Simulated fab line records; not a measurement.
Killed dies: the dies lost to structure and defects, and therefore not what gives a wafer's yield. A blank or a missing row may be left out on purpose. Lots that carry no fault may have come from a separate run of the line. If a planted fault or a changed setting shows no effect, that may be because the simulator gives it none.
A lot that was struck, set against a sound lot + flow nand_harc + 41 out of 1159 route steps
Sound: wafers L829.4, L829.5, L829.6. Struck: wafers L825.2, L825.3, L825.4. The cause is given at the end.
At each step with rows: each side's tool, then ch and its chambers, then its first start. Under that, the readings that differ: sound wafers + struck wafers + difference of the means + sigmas: that difference in standard deviations of wafers without a fault.
alike: same words and numbers on both sides, and readings whose means sit less than 2 such deviations apart. not compared: any withheld reading, any reading some wafer has no value for, any bound like >300 that may hide the same value, and any number with overlapping values for which the record gives no deviation.
Wherever a step has rows on one side only, a row that says differs or no value, or a row with sigmas, the two part there. Non-overlapping numbers with no deviation appear without sigmas and do not part them. Lack of a reading on every wafer of one side parts them only where that side has two or more wafers.

NHARC_P_GATE_STRIP_101: strips in O2, time 20 s.
  sound on rie_diel-01 ch 0,2,3, day 10 12:50; struck on rie_diel-01 ch 0,1,2, day 9 05:32
  alike: drypump_motor_current_A, oes_product_au, rf_vpp_V, showerhead_plenum_p_Torr, throttle_valve_pct
  not compared: rf_hours_counter_h
then, 11 steps without rows for these wafers: NHARC_P_GATE_PRECLEAN_97 (cleans in SPM, time 600 s); NHARC_P_GATE_SRD_98; NHARC_P_GATE_PRECLEAN_99 (cleans in SC1); NHARC_P_GATE_SRD_100; NHARC_P_GATE_DEHYDRATE_38 (time 120 s); NHARC_P_GATE_HMDS_39 (time 30 s); NHARC_P_GATE_COAT_40; NHARC_P_GATE_SOFTBAKE_41 (time 95 s); NHARC_P_GATE_EBR_42; NHARC_P_GATE_EXPOSE_43 (exposes mask P NSD, target cd 720 nm); NHARC_P_GATE_PEB_44 (peb time 85 s).
NHARC_P_GATE_DEVELOP_45: time 70 s.
  sound on litho_track-07 ch 0, day 10 13:00; struck on litho_track-02 ch 0, day 9 06:00
  alike: chill_plate_temp_C, resist_line_temp_C
then, 1 step without rows for these wafers: NHARC_P_GATE_HARDBAKE_47 (time 80 s).
NHARC_P_GATE_DESCUM_48: chemistry O2, time 3 s.
  sound on rie_diel-01 ch 0,1,2, day 10 13:57; struck on rie_diel-05 ch 0,1,2, day 9 06:46
| reading                 | sound             | struck          | difference | sigmas |
|-------------------------|-------------------|-----------------|------------|--------|
| model.P_GATE.cd_nm (nm) | 720.3 718.5 718.2 | 119 119.6 119.7 | -600       |        |
  alike: drypump_motor_current_A, oes_product_au, rf_vpp_V, showerhead_plenum_p_Torr, throttle_valve_pct
  not compared: rf_hours_counter_h
next, for these wafers, 1 step has no rows: NHARC_P_GATE_IMPLANT_49.
NHARC_P_GATE_STRIP_111: strips in N2/H2, time 250 s.
  sound on plasma_asher-02 ch 0,1, day 10 14:28; struck on plasma_asher-01 ch 0,1, day 9 07:13
  alike: drypump_motor_current_A, heater_power_w
  not compared: rf_hours_counter_h
then, 11 steps without rows for these wafers: NHARC_P_GATE_STRIP_75 (strips in O2); NHARC_P_GATE_STRIP_50 (strips in SPM, time 900 s); NHARC_P_GATE_DEHYDRATE_51 (time 120 s); NHARC_P_GATE_HMDS_52 (time 30 s); NHARC_P_GATE_COAT_53; NHARC_P_GATE_SOFTBAKE_54 (time 95 s); NHARC_P_GATE_EBR_55; NHARC_P_GATE_EXPOSE_56 (exposes mask P PSD, target cd 720 nm); NHARC_P_GATE_PEB_57 (peb time 85 s); NHARC_P_GATE_DEVELOP_58 (time 70 s); NHARC_P_GATE_HARDBAKE_60 (time 80 s).
NHARC_P_GATE_DESCUM_61: chemistry O2, time 3 s.
  sound on rie_diel-01 ch 2,3, day 10 15:43; struck on rie_diel-05 ch 0,2, day 9 08:26
  alike: drypump_motor_current_A, oes_product_au, rf_vpp_V, showerhead_plenum_p_Torr, throttle_valve_pct
  not compared: rf_hours_counter_h
next, for these wafers, 1 step has no rows: NHARC_P_GATE_IMPLANT_62.
NHARC_P_GATE_STRIP_112: strips in N2/H2, time 200 s.
  sound on plasma_asher-02 ch 0,1, day 10 16:11; struck on plasma_asher-02 ch 0,1, day 9 08:53
  alike: drypump_motor_current_A, heater_power_w
  not compared: rf_hours_counter_h
NHARC_P_GATE_STRIP_76: strips in O2.
  sound on plasma_asher-02 ch 0,1, day 10 16:23; struck on plasma_asher-02 ch 0,1, day 9 09:07
  alike: drypump_motor_current_A, heater_power_w
  not compared: rf_hours_counter_h
then, 8 steps without rows for these wafers: NHARC_P_GATE_STRIP_63 (strips in SPM, time 900 s); NHARC_P_GATE_DEHYDRATE_83 (time 120 s); NHARC_P_GATE_HMDS_84 (time 30 s); NHARC_P_GATE_COAT_85; NHARC_P_GATE_SOFTBAKE_86 (time 95 s); NHARC_P_GATE_EBR_87; NHARC_P_GATE_EXPOSE_88 (exposes mask P HVN, target cd 2000 nm); NHARC_P_GATE_PEB_89 (peb time 85 s).
NHARC_P_GATE_DESCUM_93: chemistry O2, time 3 s.
  sound on rie_diel-05 ch 0,2,3, day 10 17:20; struck on rie_diel-13 ch 1,2,3, day 9 10:13
| reading                 | sound          | struck          | difference | sigmas |
|-------------------------|----------------|-----------------|------------|--------|
| model.P_GATE.cd_nm (nm) | 2001 1999 2000 | 119 119.6 119.7 | -1881      |        |
  alike: drypump_motor_current_A, oes_product_au, rf_vpp_V, showerhead_plenum_p_Torr, throttle_valve_pct
  not compared: rf_hours_counter_h

## WHERE THEY PART
Nowhere in this record.

WHY: what had been put in by the simulator
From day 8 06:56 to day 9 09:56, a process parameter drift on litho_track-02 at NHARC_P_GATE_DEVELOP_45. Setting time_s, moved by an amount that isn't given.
